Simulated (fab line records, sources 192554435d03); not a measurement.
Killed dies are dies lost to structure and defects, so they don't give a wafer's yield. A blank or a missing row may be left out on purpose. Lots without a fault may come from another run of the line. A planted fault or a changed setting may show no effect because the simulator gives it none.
Which tool did it? | flow n5_finfet | 10 lots, 30 wafers sampled, at 1 step of a route of 1938

WHAT THE GAUGES READ, wafer by wafer
N5_BEOL_M11_INSPECT_13: inspects for defects (brightfield).
lot  | measured     | on                | raw_defect_count
L821 | day 10 10:26 | defect_inspect-02 | 326 314 275
L822 | day 10 22:27 | defect_inspect-01 | 326 475 320
L823 | day 11 02:14 | defect_inspect-01 | 454 375 559
L826 | day 11 22:56 | defect_inspect-01 | 443 283 345
L831 | day 12 06:02 | defect_inspect-01 | 382 330 432
L837 | day 14 07:31 | defect_inspect-01 | 424 320 378
L839 | day 14 18:49 | defect_inspect-01 | 602 748 514
L840 | day 15 04:45 | defect_inspect-02 | 478 568 461
L843 | day 15 21:34 | defect_inspect-02 | 632 533 504
L844 | day 16 01:46 | defect_inspect-01 | 346 419 400

WHICH TOOL RAN EACH LOT (tool, then ch and the chambers of the sampled wafers, then the start)
The record holds no process step before these readings.

WHAT THE TOOLS THEMSELVES READ (means of the sampled wafers that have a number; where no wafer has one, the mark that the record gives instead)
The record holds no such reading with a usual standard deviation.

THE ANSWER, worked out from the rows above alone
Rule: what is usual is taken from the lots themselves. Put in order of their means at a reading, lots are off if they are a third of the lots or fewer, leave a main group of 4 or more, and stand apart from it by a gap of 3 or more times the standard deviation of the main group's means; of several such gaps the widest counts. A main group whose means are all the same, to the digits that the tables above print for the reading, isn't used. A lot without any number at a reading at which 4 lots or more have one is off too. The other lots that the step has rows for count as sound. The gauges are gone through in route order, then the tools' own readings, and for those a lot's mean is taken as printed above. The first step at which some lot is off is used, and at that step the reading that is off furthest; a lot without a number counts as furthest.
No lot is off at any reading shown: from this, nothing can be told.

WHAT THE SIMULATOR HAD PUT IN
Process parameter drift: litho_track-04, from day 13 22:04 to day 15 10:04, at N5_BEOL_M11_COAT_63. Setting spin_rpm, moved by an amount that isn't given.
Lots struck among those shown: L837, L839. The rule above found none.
